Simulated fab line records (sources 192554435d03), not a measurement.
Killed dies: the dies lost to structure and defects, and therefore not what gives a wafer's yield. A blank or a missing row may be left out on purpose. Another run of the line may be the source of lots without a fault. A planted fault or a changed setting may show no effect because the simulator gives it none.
fab line records	flow n5_finfet	part 1 of 2: steps 1 to 9 of 10
[record] lots = 7	wafers = 21	last_day = 17
route steps=1938 shown BEOL_M4@1111 BEOL_M7@1267 BEOL_M15@1830 PASSIVATION@1936
lots with no fault: from the same line, run without faults
start_h: the number of hours between the record's first day and the start of the first shown wafer of the lot	wait_h: hours elapsed since this lot's preceding step	" repeats the value in the row above	L1.1+2: several wafers, shown together as one row	- value missing, or start not given	* or withheld: withheld	< > ~ a bound
route shown NAME@n: names a module that has steps shown in the file, with the first one's number in the route	usual: mean/standard deviation of fault-free wafers	same: alike in all rows	chamber/n: place in a boat	sites: each site's reading	_std_site: their standard deviation	_edge_site: the outer-site mean with the inner-site mean subtracted	radius_mm: how far each site lies from the wafer's centre	mask NAME#n: copy n	behind: the tool/chamber that last shaped the wafer	hold: why the lot went on hold/how many hours it stayed there/how the hold came to an end	device: which transistor (n, p or np) failed to switch	end of line: the route-end tests of the same wafers	a step given without rows: its recipe and nothing more	killed: dies lost to structure and defects at the first sort, not the wafer's yield	map: a wafer's dies, x killed, . not, _ none there
set.NAME: setting as actually run; set.NAME@STEP: the setting as run at that earlier step	model.NAME: the simulator's own value behind a step, which no gauge read
steps of the route over a sample of lots; a table a step, a row a wafer
services: a tool's chamber out of use, with start hour (start_h, from the record's first day; less than 0 if before it), hours out, and reason
[[steps]]
[step N5_BEOL_M4_RC_MEAS_101]
[usual] DIBL_N = 36.0/2.5	DIBL_P = 36.7/3	IOFF_N = 0.16/0.043	IOFF_P = 0.21/0.049	ION_N = 673/15	ION_P = 461/9.8	SS_N = 71.5/0.83	SS_P = 73.4/0.83	VT_N = 250/4	VT_P = -251/4
lot.wafer	tool	chamber	start_h	wait_h	DIBL_N[mV/V]	DIBL_P[mV/V]	IOFF_N[nA/um]	IOFF_P[nA/um]	ION_N[uA/um]	ION_P[uA/um]	SS_N[mV/dec]	SS_P[mV/dec]	VT_N[mV]	VT_P[mV]
L331.2	prober-02	0	160.81	0.2	41.7	41.5	0.27	0.30	687	465	73.2	75.1	244	-247
L331.4	"	0	"	"	36.4	34.4	0.14	0.17	663	449	71.2	73.3	255	-257
L331.6	"	0	"	"	36.7	34.5	0.15	0.18	664	449	71.7	74.0	255	-255
L335.1	prober-01	0	192.36	0.0	40.5	41.9	0.23	0.29	687	465	72.0	73.8	244	-245
L335.2	"	0	"	"	32.2	32.5	0.09	0.15	647	452	69.8	71.4	258	-253
L335.3	"	0	"	"	38.0	39.1	0.18	0.24	681	465	71.5	73.0	248	-247
L336.1	prober-01	0	199.92	0.0	34.7	36.8	0.13	0.22	668	469	71.1	74.0	250	-248
L336.3	"	0	"	"	39.3	41.9	0.24	0.32	697	476	72.0	74.6	244	-243
L336.6	"	0	"	"	35.2	37.8	0.14	0.23	660	461	70.2	74.2	253	-248
L338.3	prober-01	0	216.36	0.3	38.4	38.0	0.19	0.23	673	462	72.0	74.1	252	-251
L338.4	"	0	"	"	35.0	35.9	0.13	0.19	665	456	71.3	73.1	254	-253
L338.6	"	0	"	"	36.9	38.2	0.16	0.23	664	460	72.0	74.3	252	-250
L347.1	prober-02	0	276.94	0.0	34.9	36.0	0.14	0.22	666	462	70.3	73.1	251	-247
L347.5	"	0	"	"	37.1	38.8	0.17	0.26	672	469	71.8	73.2	248	-246
L347.6	"	0	"	"	37.5	39.1	0.19	0.27	694	484	71.2	73.4	246	-244
L349.1	prober-02	0	288.27	0.0	33.7	35.3	0.12	0.17	674	458	71.4	72.8	255	-256
L349.4	"	0	"	"	35.5	37.1	0.15	0.19	679	461	71.3	73.7	250	-253
L349.6	"	0	"	"	37.5	38.7	0.17	0.20	666	445	72.2	74.1	253	-252
L348.1	prober-02	0	296.13	0.0	34.8	37.1	0.16	0.19	679	462	71.5	73.4	248	-252
L348.3	"	0	"	"	31.6	33.3	0.11	0.14	664	454	70.2	72.8	258	-256
L348.4	"	0	"	"	27.6	28.4	0.07	0.11	649	455	69.4	71.7	258	-257
[step N5_BEOL_M7_HM_DEP_02]
[recipe] material = TiN	target_thk_a = 200	temp_c = 25	chamber_pressure_pa = 0.49996
[usual] throttle_valve_pct = 29.7/1
lot.wafer	tool	chamber	start_h	wait_h	throttle_valve_pct
L331.2	pvd_sputter-01	-	182.34	1.3	30.3
L331.4	"	-	"	"	29.1
L331.6	"	-	"	"	30.3
L335.1	pvd_sputter-01	-	211.93	0.6	30.3
L335.2	"	-	"	"	29.4
L335.3	"	-	"	"	30.6
L336.1	pvd_sputter-02	-	222.52	0.7	31.3
L336.3	"	-	"	"	30.0
L336.6	"	-	"	"	28.4
L338.3	pvd_sputter-02	-	240.19	0.9	31.2
L338.4	"	-	"	"	27.9
L338.6	"	-	"	"	29.9
L347.1	pvd_sputter-02	-	301.96	0.9	28.0
L347.5	"	-	"	"	30.1
L347.6	"	-	"	"	28.0
L349.1	pvd_sputter-02	-	309.13	1.5	29.9
L349.4	"	-	"	"	28.2
L349.6	"	-	"	"	29.8
L348.1	pvd_sputter-02	-	321.25	0.9	31.2
L348.3	"	-	"	"	29.8
L348.4	"	-	"	"	29.8
[step N5_BEOL_M7_HM_OPEN_17]
[recipe] chemistry = Cl2/BCl3	target_depth_a = 200	overetch_a = 60	target = TiN	mask_material = SOC	ion_energy_ev = 150	pressure_mtorr = 10	icp_w = 1000	bias_w = 126	Cl2_flow_sccm = 53.25	bcl3_flow_sccm = 21.75	Ar_flow_sccm = 25
[usual] drypump_motor_current_A = 5.52/0.21	he_backside_leak_sccm = 3.52/0.2	oes_product_au = 0.68/0.071	throttle_valve_pct = 22.17/0.2
lot.wafer	tool	chamber	start_h	wait_h	drypump_motor_current_A	he_backside_leak_sccm	oes_product_au	rf_hours_counter_h	throttle_valve_pct
L331.2	rie_metal-03	0	183.65	0.0	5.25	3.56	0.70	35	22.06
L331.4	"	0	"	"	5.19	3.59	0.69	-	22.07
L331.6	"	0	"	"	5.22	3.40	0.70	-	22.05
L335.1	rie_metal-03	1	213.93	0.0	5.51	3.76	0.56	107	22.44
L335.2	"	0	"	"	5.18	3.69	0.67	38	22.09
L335.3	"	0	"	"	5.25	3.67	0.68	-	22.07
L336.1	rie_metal-03	1	223.26	0.0	5.49	3.71	0.57	108	22.46
L336.3	"	0	"	"	5.22	3.62	0.69	-	22.07
L336.6	"	0	"	"	5.21	3.60	0.68	-	22.09
L338.3	rie_metal-02	0	241.55	0.1	5.50	3.67	0.81	-	22.13
L338.4	"	1	"	"	5.33	3.37	0.72	-	22.32
L338.6	"	1	"	"	5.35	3.37	0.72	-	22.31
L347.1	rie_metal-03	0	302.82	0.0	5.20	3.54	0.66	41	22.11
L347.5	"	0	"	"	5.19	3.52	0.67	-	22.09
L347.6	"	1	"	"	5.47	3.53	0.54	-	22.52
L349.1	rie_metal-03	1	309.87	0.0	5.48	3.91	0.55	120	22.49
L349.4	"	1	"	"	5.46	3.94	0.54	-	22.51
L349.6	"	1	"	"	5.47	3.82	0.55	-	22.50
L348.1	rie_metal-03	0	321.99	0.0	5.25	3.66	0.66	43	22.11
L348.3	"	0	"	"	5.23	3.65	0.67	-	22.12
L348.4	"	1	"	"	5.50	3.80	0.54	-	22.50
[step N5_BEOL_M7_TRENCH_ETCH_37]
[recipe] chemistry = C4F6/O2	target_depth_a = 934.78	target = SiCOH_lowk	time_s = 31.2	ion_energy_ev = 250	pressure_mtorr = 30	source_w = 345	bias_w = 185	Ar_flow_sccm = 300	C4F6_flow_sccm = 10	O2_flow_sccm = 10
[usual] O2_flow_sccm = 10.00/0.031	drypump_motor_current_A = 5.7/0.46	oes_product_au = 0.78/0.1	rf_vpp_V = 668/24	showerhead_plenum_p_Torr = 2.85/0.11	throttle_valve_pct = 21.01/0.27
lot.wafer	tool	chamber	start_h	wait_h	O2_flow_sccm	drypump_motor_current_A	oes_product_au	rf_hours_counter_h	rf_vpp_V	showerhead_plenum_p_Torr	throttle_valve_pct
L331.2	rie_diel-03	1	185.24	-	9.93	5.7	0.76	184	657	2.72	21.14
L331.4	"	0	"	"	10.05	5.6	0.72	223	648	2.95	21.50
L331.6	"	1	"	"	9.97	5.7	0.75	-	657	2.72	21.14
L335.1	rie_diel-03	3	215.55	-	10.02	5.1	0.72	210	673	2.78	20.90
L335.2	"	1	"	"	9.97	5.7	0.54	194	658	2.72	21.07
L335.3	"	2	"	"	10.05	5.3	0.51	241	644	2.93	21.17
L336.1	rie_diel-03	2	224.92	-	10.02	5.3	0.70	244	645	2.93	21.26
L336.3	"	0	"	"	10.01	5.6	0.53	235	646	2.95	21.45
L336.6	"	1	"	"	10.03	5.7	0.74	-	658	2.71	21.15
L338.3	rie_diel-03	1	242.46	-	9.99	5.7	0.54	203	659	2.71	21.08
L338.4	"	2	"	"	10.01	5.3	0.69	249	645	2.92	21.27
L338.6	"	0	"	"	10.00	5.7	0.70	-	648	2.95	21.55
L347.1	rie_diel-03	2	304.32	-	10.04	5.3	0.97	12	646	2.92	20.85
L347.5	"	3	"	"	10.05	5.1	0.70	-	674	2.77	20.95
L347.6	"	2	"	"	10.05	5.3	0.96	-	646	2.92	20.85
L349.1	rie_diel-03	0	311.64	-	9.96	5.7	0.99	7	647	2.94	21.12
L349.4	"	2	"	"	9.97	5.3	0.95	14	646	2.92	20.86
L349.6	"	1	"	"	10.00	5.7	0.72	-	657	2.70	21.19
L348.1	rie_diel-03	1	324.23	-	10.01	5.7	0.72	228	658	2.70	21.19
L348.3	"	0	"	"	10.01	5.7	0.99	10	648	2.94	21.13
L348.4	"	3	"	"	9.99	5.1	0.71	243	674	2.76	20.94
[step N5_BEOL_M7_OCD_MEAS_38]
[usual] trench_depth_nm = 93.7/1.7
lot.wafer	tool	chamber	start_h	wait_h	trench_depth_nm
L331.2	ocd-02	-	185.40	-	95.7
L331.4	"	-	"	"	93.0
L331.6	"	-	"	"	94.6
L335.1	ocd-02	-	215.71	-	94.3
L335.2	"	-	"	"	54.6
L335.3	"	-	"	"	55.1
L336.1	ocd-01	-	225.08	-	94.8
L336.3	"	-	"	"	54.6
L336.6	"	-	"	"	95.0
L338.3	ocd-02	-	242.62	-	56.2
L338.4	"	-	"	"	93.6
L338.6	"	-	"	"	91.9
L347.1	ocd-01	-	304.47	-	95.1
L347.5	"	-	"	"	94.7
L347.6	"	-	"	"	94.9
L349.1	ocd-02	-	311.80	-	96.8
L349.4	"	-	"	"	94.9
L349.6	"	-	"	"	94.3
L348.1	ocd-02	-	324.38	-	95.6
L348.3	"	-	"	"	97.5
L348.4	"	-	"	"	94.6
[step N5_BEOL_M7_THK_MEAS_53]
[recipe] thk_meas_gauge = xrf	reads = Cu_of_BEOL_M7_ECD_50
[usual] M7_THK = 82.1/2
lot.wafer	tool	chamber	start_h	wait_h	M7_THK[nm]
L331.2	film_metro-01	-	187.80	-	83.1
L331.4	"	-	"	"	82.5
L331.6	"	-	"	"	85.2
L335.1	film_metro-02	-	218.23	-	82.6
L335.2	"	-	"	"	43.5
L335.3	"	-	"	"	43.5
L336.1	film_metro-02	-	228.84	-	84.3
L336.3	"	-	"	"	43.6
L336.6	"	-	"	"	84.4
L338.3	film_metro-02	-	245.04	-	43.4
L338.4	"	-	"	"	82.3
L338.6	"	-	"	"	81.5
L347.1	film_metro-02	-	307.59	-	82.4
L347.5	"	-	"	"	85.2
L347.6	"	-	"	"	81.1
L349.1	film_metro-02	-	314.42	-	86.1
L349.4	"	-	"	"	82.8
L349.6	"	-	"	"	82.7
L348.1	film_metro-01	-	329.62	-	83.4
L348.3	"	-	"	"	85.7
L348.4	"	-	"	"	83.1
[step N5_BEOL_M7_DEP_56]
[recipe] material = SiCN	target_thk_a = 100	temp_c = withheld	precursor = 3MS/NH3	pressure_torr = 3	rf_w = 202	time_s = 17.5
[usual] chamber_pressure_Torr = 3.000/0.0071	showerhead_plenum_p_Torr = 3.664/0.014	throttle_valve_pct = 9.0/0.37
lot.wafer	tool	chamber	start_h	wait_h	chamber_pressure_Torr	showerhead_plenum_p_Torr	throttle_valve_pct
L331.2	pecvd-01	0	187.87	0.0	3.000	3.647	8.7
L331.4	"	0	"	"	3.001	3.653	8.8
L331.6	"	0	"	"	3.009	3.647	8.7
L335.1	pecvd-02	1	218.30	0.0	2.998	3.652	9.1
L335.2	"	0	"	"	3.008	3.681	9.3
L335.3	"	1	"	"	3.003	3.651	8.9
L336.1	pecvd-02	0	228.92	0.0	2.998	3.683	9.3
L336.3	"	1	"	"	2.995	3.652	8.9
L336.6	"	1	"	"	3.004	3.664	9.0
L338.3	pecvd-02	2	245.10	0.0	2.993	3.667	8.4
L338.4	"	1	"	"	2.996	3.669	9.2
L338.6	"	2	"	"	2.977	3.683	8.0
L347.1	pecvd-01	1	307.65	0.0	2.995	3.636	9.2
L347.5	"	0	"	"	3.012	3.650	8.9
L347.6	"	2	"	"	3.012	3.642	9.2
L349.1	pecvd-02	1	314.48	0.0	3.007	3.659	8.9
L349.4	"	0	"	"	2.996	3.677	9.7
L349.6	"	1	"	"	3.005	3.664	8.7
L348.1	pecvd-02	2	329.68	0.0	3.002	3.673	8.2
L348.3	"	0	"	"	3.006	3.669	9.6
L348.4	"	0	"	"	3.003	3.674	9.4
[step N5_BEOL_M7_RS_MEAS_57]
[recipe] thk_meas_gauge = four-point-probe	reads = Cu_of_BEOL_M7_ECD_50+Co_of_BEOL_M7_CVD_78+TaN_of_BEOL_M7_ALD_77
[usual] M7_RS = 0.282/0.0078
lot.wafer	tool	chamber	start_h	wait_h	M7_RS[ohm/sq]
L331.2	film_metro-01	-	187.96	0.1	0.278
L331.4	"	-	"	"	0.282
L331.6	"	-	"	"	0.270
L335.1	film_metro-01	-	218.39	0.1	0.277
L335.2	"	-	"	"	0.610
L335.3	"	-	"	"	0.609
L336.1	film_metro-02	-	229.23	0.3	0.274
L336.3	"	-	"	"	0.610
L336.6	"	-	"	"	0.273
L338.3	film_metro-02	-	245.17	0.1	0.610
L338.4	"	-	"	"	0.280
L338.6	"	-	"	"	0.283
L347.1	film_metro-02	-	307.72	0.1	0.282
L347.5	"	-	"	"	0.269
L347.6	"	-	"	"	0.284
L349.1	film_metro-02	-	314.55	0.1	0.271
L349.4	"	-	"	"	0.282
L349.6	"	-	"	"	0.285
L348.1	film_metro-01	-	329.75	0.1	0.276
L348.3	"	-	"	"	0.267
L348.4	"	-	"	"	0.276
[step N5_BEOL_M15_RC_MEAS_101]
[usual] COMB_M10 = 1.43e-11/2.9e-12	COMB_M11 = 1.43e-11/2.9e-12	COMB_M12 = 6.5e-12/1.3e-12	COMB_M13 = 4.9e-12/1.1e-12	COMB_M14 = 3.8e-12/6.9e-13	COMB_M15 = 2.6e-12/6.2e-13	COMB_M5 = 3.5e-11/7.7e-12	COMB_M6 = 2.5e-11/4.4e-12	COMB_M8 = 2.6e-11/5.2e-12	COMB_M9 = 1.46e-11/2.8e-12	COMB_M9_max_site = 2.1e-11/4.6e-12	SERP_M10 = 3.08/0.11	SERP_M11 = 3.01/0.091	SERP_M12 = 0.637/0.022	SERP_M13 = 0.306/0.0061	SERP_M14 = 0.160/0.0056	SERP_M5 = 38.8/2.2	SERP_M6 = 13.5/0.65	SERP_M7 = 13.6/0.67	SERP_M7_max_site = 14.1/0.72	SERP_M8 = 13.5/0.72	SERP_M8_max_site = 14.0/0.76	SERP_M9 = 3.10/0.088
lot.wafer	tool	chamber	start_h	wait_h	COMB_M10[S/m]	COMB_M11[S/m]	COMB_M12[S/m]	COMB_M13[S/m]	COMB_M14[S/m]	COMB_M15[S/m]	COMB_M5[S/m]	COMB_M6[S/m]	COMB_M8[S/m]	COMB_M9[S/m]	COMB_M9_max_site[S/m]	SERP_M10[ohm/um]	SERP_M11[ohm/um]	SERP_M12[ohm/um]	SERP_M13[ohm/um]	SERP_M14[ohm/um]	SERP_M5[ohm/um]	SERP_M6[ohm/um]	SERP_M7[ohm/um]	SERP_M7_max_site[ohm/um]	SERP_M8[ohm/um]	SERP_M8_max_site[ohm/um]	SERP_M9[ohm/um]
L331.2	prober-01	0	254.33	0.2	1.24e-11	1.81e-11	8.2e-12	5.3e-12	3.5e-12	2.3e-12	4e-11	2.4e-11	2.7e-11	1.43e-11	1.9e-11	3.09	3.11	0.674	0.303	0.170	40.3	14.2	13.7	13.8	14.4	14.6	3.14
L331.4	"	0	"	"	1.72e-11	1.46e-11	8.1e-12	4.6e-12	4.6e-12	3.1e-12	2.4e-11	2.5e-11	3.1e-11	1.32e-11	1.8e-11	3.07	2.98	0.642	0.308	0.159	37.5	13.5	14.3	14.6	13.7	13.9	3.13
L331.6	"	0	"	"	1.32e-11	1.46e-11	4.3e-12	4.6e-12	3.3e-12	2.3e-12	2.4e-11	2.3e-11	2e-11	1.42e-11	2.1e-11	3.19	3.05	0.672	0.308	0.163	41.4	13.7	13.8	14.4	15.1	16.0	3.10
L335.1	prober-02	0	274.17	0.0	1.18e-11	1.07e-11	6.7e-12	4.6e-12	4e-12	3.3e-12	3e-11	2.6e-11	2.5e-11	1.75e-11	3.3e-11	3.16	3.10	0.624	0.303	0.162	37.6	13.2	13.2	13.4	13.4	13.8	3.13
L335.2	"	0	"	"	1.08e-11	2.27e-11	7.3e-12	4.8e-12	3.3e-12	2.4e-12	3.6e-11	2.1e-11	2.7e-11	1.62e-11	2.8e-11	3.00	3.08	0.596	0.312	0.162	39.6	14.6	29.5	30.1	14.2	14.5	3.17
L335.3	"	0	"	"	1.3e-11	1.17e-11	6.7e-12	4.9e-12	3.2e-12	3e-12	3.4e-11	2.7e-11	2.8e-11	1.5e-11	2.3e-11	3.10	3.06	0.637	0.303	0.157	36.2	13.7	28.1	29.7	13.7	14.1	3.23
L336.1	prober-01	0	286.20	0.0	1.6e-11	9.7e-12	5.4e-12	4.2e-12	3.1e-12	3.2e-12	3.2e-11	2.9e-11	2e-11	1.15e-11	1.6e-11	3.15	3.12	0.655	0.313	0.162	39.5	13.6	12.9	13.2	13.0	13.3	3.06
L336.3	"	0	"	"	1.28e-11	1.07e-11	6.3e-12	5.5e-12	3.5e-12	2e-12	3.5e-11	2.3e-11	1.4e-11	1.19e-11	2.7e-11	3.05	3.11	0.672	0.307	0.171	38.0	14.4	26.7	27.8	13.8	14.5	3.08
L336.6	"	0	"	"	1.22e-11	1.4e-11	7.2e-12	6e-12	3.1e-12	2.1e-12	3.9e-11	3.1e-11	1.9e-11	1.02e-11	1.4e-11	3.13	3.08	0.640	0.309	0.161	39.5	12.9	13.1	13.4	14.4	15.0	3.00
L338.3	prober-01	0	310.71	0.3	1.31e-11	1.16e-11	5e-12	5.5e-12	2.6e-12	2e-12	4.1e-11	2.9e-11	1.8e-11	1.47e-11	2.3e-11	3.17	3.08	0.652	0.307	0.165	37.8	13.7	29.9	31.0	14.3	14.8	3.11
L338.4	"	0	"	"	1.1e-11	1.48e-11	6.4e-12	4.1e-12	4.3e-12	2.1e-12	5.4e-11	2.1e-11	1.8e-11	2.17e-11	2.6e-11	3.06	3.13	0.621	0.305	0.165	38.2	13.4	14.3	14.6	12.4	13.1	3.23
L338.6	"	0	"	"	1.46e-11	1.17e-11	7.3e-12	3.7e-12	3.9e-12	3.3e-12	3.8e-11	2.7e-11	2.2e-11	1.2e-11	1.7e-11	3.09	2.99	0.642	0.310	0.162	36.9	13.3	13.8	14.4	12.3	12.7	3.05
L347.1	prober-01	0	370.33	0.0	1.61e-11	1.37e-11	4.7e-12	3.9e-12	3.5e-12	2e-12	2.7e-11	2.1e-11	2.4e-11	1.42e-11	1.7e-11	3.28	2.94	0.632	0.311	0.162	34.8	12.7	13.1	13.4	14.9	15.5	3.03
L347.5	"	0	"	"	9.1e-12	1.86e-11	4.9e-12	5.1e-12	4.3e-12	2.1e-12	3.3e-11	3e-11	2.9e-11	1.55e-11	3.1e-11	3.09	3.02	0.613	0.301	0.161	35.5	14.6	12.4	12.7	12.6	13.0	3.11
L347.6	"	0	"	"	1.46e-11	1.16e-11	4.3e-12	4.9e-12	3e-12	1.9e-12	2.9e-11	2.3e-11	2.3e-11	1.71e-11	2.4e-11	3.19	2.91	0.612	0.311	0.159	37.8	13.5	13.6	13.7	14.2	14.6	3.19
L349.1	prober-02	0	379.55	0.0	1.82e-11	1.88e-11	6e-12	7.1e-12	4.9e-12	3.4e-12	4.6e-11	2.3e-11	3.4e-11	1.28e-11	1.7e-11	3.12	2.96	0.642	0.304	0.163	40.5	14.3	13.6	14.1	14.0	14.5	3.19
L349.4	"	0	"	"	1.26e-11	1.41e-11	7.3e-12	4.8e-12	4.2e-12	2.6e-12	3.2e-11	2.1e-11	3.5e-11	1.66e-11	2.5e-11	3.03	2.99	0.629	0.313	0.163	38.5	14.4	13.7	14.1	12.3	12.8	3.07
L349.6	"	0	"	"	1.03e-11	1.16e-11	7.3e-12	5.1e-12	4.2e-12	1.8e-12	2.3e-11	1.9e-11	3.1e-11	1.32e-11	2e-11	2.81	2.83	0.641	0.308	0.163	39.0	13.8	13.6	14.3	12.0	12.5	3.00
L348.1	prober-01	0	394.79	0.0	2.02e-11	1.59e-11	4.9e-12	4.7e-12	5.2e-12	2.2e-12	2.4e-11	2.2e-11	2.9e-11	1.74e-11	2.6e-11	3.16	3.00	0.642	0.305	0.163	38.4	12.8	13.6	14.3	12.3	12.7	3.00
L348.3	"	0	"	"	1.54e-11	2.09e-11	4.5e-12	4.7e-12	5.1e-12	1.9e-12	3.3e-11	3e-11	2.8e-11	1.41e-11	2e-11	3.18	2.98	0.628	0.306	0.158	36.0	13.5	12.7	13.1	14.1	14.8	3.04
L348.4	"	0	"	"	1.04e-11	1.27e-11	4.6e-12	4.6e-12	4.1e-12	2.6e-12	2.7e-11	3.2e-11	3.2e-11	1.31e-11	1.8e-11	3.08	2.97	0.650	0.314	0.163	36.8	13.2	13.2	13.8	12.5	12.9	3.04
// sites SERP_M7 radius_mm=0,75,75,75,75,140,140,140,140
L331.2 13.7 13.8 13.8 13.8 13.8 13.3 13.4 13.6 13.5
L335.1 13.2 13.0 13.3 13.1 13.2 13.3 13.2 13.0 13.4
L336.1 13.1 12.9 13.0 12.9 13.2 12.2 12.8 12.4 12.4
L338.3 30.9 29.7 31.0 29.9 30.1 28.4 30.1 28.2 28.5
L347.1 13.4 13.1 13.0 13.1 13.3 12.9 12.9 13.0 13.2
L349.1 14.1 13.6 13.8 13.6 13.6 13.4 13.0 13.4 13.6
L348.1 13.6 13.5 14.2 13.9 14.3 13.1 13.4 13.8 13.3
[[key]]
[first_sign] step = N5_BEOL_M7_OCD_MEAS_38	reading = trench_depth_nm	direction = down	sigmas = 22	usual = 93.7	struck = 55.1
[effect] step = N5_BEOL_M7_THK_MEAS_53	reading = M7_THK	direction = down	sigmas = 19	usual = 82.1	struck = 43.5
[effect] step = N5_BEOL_M7_RS_MEAS_57	reading = M7_RS	direction = up	sigmas = 42	usual = 0.282	struck = 0.610
[effect] step = N5_BEOL_M15_RC_MEAS_101	reading = SERP_M7	direction = up	sigmas = 22	usual = 13.6	struck = 28.6
[effect] step = N5_PASSIVATION_PROBE_49	reading = sort_bin_8_speed	direction = up	sigmas = 81	usual = 0.02	struck = 9.17
[more_kills_born_at] N5_BEOL_M7_ECD_50@ecd_cu-01 = 277	N5_BEOL_M7_ECD_50@ecd_cu-02 = 155
met_at N5_BEOL_M7_TRENCH_ETCH_37
struck_lots L335,L336,L338
struck_wafers L335.2,L335.3,L336.3,L338.3
not_acting_at N5_BEOL_M7_HM_DEP_02,N5_BEOL_M7_HM_OPEN_17,N5_BEOL_M7_DEP_56
onset_between 185.24 215.55
[fault] kind = process_parameter_drift	tool = rie_diel-03	chamber = -	onset_h = 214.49	steps = N5_BEOL_M7_TRENCH_ETCH_37	channel = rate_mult	offset = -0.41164	shape = step	end_h = 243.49	scope = struck_wafers_only
